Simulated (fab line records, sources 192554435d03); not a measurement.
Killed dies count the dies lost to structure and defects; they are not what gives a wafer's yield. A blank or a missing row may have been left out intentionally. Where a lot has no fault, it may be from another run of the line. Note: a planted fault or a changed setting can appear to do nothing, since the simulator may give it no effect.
Which tool is to blame?    flow n5_finfet    38 wafers from 14 lots sampled at 3 of the route's 1938 steps

## WHAT EACH GAUGE READ, for each wafer
N5_BEOL_M5_THK_MEAS_01.
lot   measured      on             M5_ILD_THK (nm)
L826  day 8 14:06   film_metro-02  118.9 122.8
L827  day 8 19:37   film_metro-01  119.0 119.3
L829  day 9 07:32   film_metro-01  120.2 122.2
L832  day 10 04:43  film_metro-02  119.9 124.6 122.2
L834  day 10 10:02  film_metro-02  121.4 120.8 122.4
L835  day 10 22:54  film_metro-02  117.6 118.4 120.2
L841  day 12 05:28  film_metro-02  119.4 118.6 120.4
L843  day 13 01:18  film_metro-01  122.4 122.5
L846  day 13 05:44  film_metro-02  119.2 118.9 120.7
L844  day 13 06:03  film_metro-01  120.0 122.1 123.3
L845  day 13 10:57  film_metro-01  120.0 123.1 124.0
L848  day 13 10:50  film_metro-02  118.5 120.8 120.7
L847  day 14 01:55  film_metro-02  120.6 121.3 121.5
L849  day 14 07:59  film_metro-02  120.0 122.1 123.6

## TOOL THAT RAN EACH LOT (tool first, then ch and the chambers of the sampled wafers, then the start)
lot   N5_BEOL_M4_CO_CAP_55              N5_BEOL_M5_CURE_79
L826  cvd_co-01 ch 0,1, day 8 12:14     uv_cure-02 ch 2, day 8 13:40
L827  cvd_co-02 ch 0,1, day 8 17:49     uv_cure-02 ch 1, day 8 19:05
L829  cvd_co-01 ch 0,2, day 9 05:41     uv_cure-01 ch 0, day 9 07:02
L832  cvd_co-02 ch 0,2, day 10 02:57    uv_cure-02 ch 1, day 10 04:22
L834  cvd_co-01 ch 0,2, day 10 08:14    uv_cure-03 ch 1, day 10 09:32
L835  cvd_co-01 ch 0,1, day 10 20:51    uv_cure-02 ch 2, day 10 22:11
L841  cvd_co-02 ch 0,1,2, day 12 03:41  uv_cure-01 ch 1, day 12 04:57
L843  cvd_co-02 ch 1,2, day 12 23:09    uv_cure-01 ch 1, day 13 00:46
L846  cvd_co-02 ch 0,2, day 13 03:58    uv_cure-01 ch 2, day 13 05:13
L844  cvd_co-01 ch 0,1,2, day 13 04:07  uv_cure-03 ch 1, day 13 05:31
L845  cvd_co-01 ch 0,1,2, day 13 08:42  uv_cure-01 ch 0, day 13 10:16
L848  cvd_co-02 ch 0,1,2, day 13 09:03  uv_cure-02 ch 1, day 13 10:19
L847  cvd_co-01 ch 0,1,2, day 14 00:08  uv_cure-01 ch 1, day 14 01:24
L849  cvd_co-02 ch 0,2, day 14 06:13    uv_cure-01 ch 1, day 14 07:28
- N5_BEOL_M4_CO_CAP_55: material Co, precursor CCTBA/H2, target thk 2 nm, time 102.1 s.
- N5_BEOL_M5_CURE_79: cures SiCOH lowk, time 240 s.

## AS READ BY THE TOOLS THEMSELVES (means over the sampled wafers that have a number; for cases with no such wafer, the mark the record gives instead)
N5_BEOL_M4_CO_CAP_55.
lot   tool       heater_power_w (W)  susceptor_temp_C (C)
L826  cvd_co-01  218                 200.00
L827  cvd_co-02  241                 200.01
L829  cvd_co-01  218                 199.99
L832  cvd_co-02  223                 199.85
L834  cvd_co-01  220                 199.94
L835  cvd_co-01  214                 199.97
L841  cvd_co-02  240                 199.91
L843  cvd_co-02  244                 199.87
L846  cvd_co-02  233                 200.05
L844  cvd_co-01  223                 200.01
L845  cvd_co-01  221                 200.06
L848  cvd_co-02  236                 200.05
L847  cvd_co-01  221                 200.09
L849  cvd_co-02  232                 199.86

N5_BEOL_M5_CURE_79.
lot   tool        lamp_power_pct (%)  wafer_temp_C_max
L826  uv_cure-02  52.24               386.2
L827  uv_cure-02  52.26               386.1
L829  uv_cure-01  52.30               386.4
L832  uv_cure-02  52.25               386.0
L834  uv_cure-03  52.34               386.3
L835  uv_cure-02  52.32               386.0
L841  uv_cure-01  52.32               387.1
L843  uv_cure-01  52.36               386.6
L846  uv_cure-01  52.29               387.3
L844  uv_cure-03  52.34               386.0
L845  uv_cure-01  52.29               386.3
L848  uv_cure-02  52.33               386.2
L847  uv_cure-01  52.31               387.1
L849  uv_cure-01  52.29               386.9

## THE ANSWER, worked out from the rows above alone
Rule: what is usual is taken from the lots themselves. Put in order of their means at a reading, lots are off if they are a third of the lots or fewer, leave a main group of 4 or more, and stand apart from it by a gap of 3 or more times the standard deviation of the main group's means; of several such gaps the widest counts. Not used: any main group whose means are identical at the precision the tables above print for the reading. Also off: a lot with no number at a reading for which 4 or more lots have one. All remaining lots with rows at the step are treated as sound. After the gauges, taken in route order, come the tools' own readings; for these a lot's mean is taken, as printed above. The first step at which some lot is off is used, and at that step the reading that is off furthest; a lot without a number counts as furthest.
No lot is off on any of the readings shown, so nothing can be concluded from this.

## WHAT THE SIMULATOR HAD INSERTED
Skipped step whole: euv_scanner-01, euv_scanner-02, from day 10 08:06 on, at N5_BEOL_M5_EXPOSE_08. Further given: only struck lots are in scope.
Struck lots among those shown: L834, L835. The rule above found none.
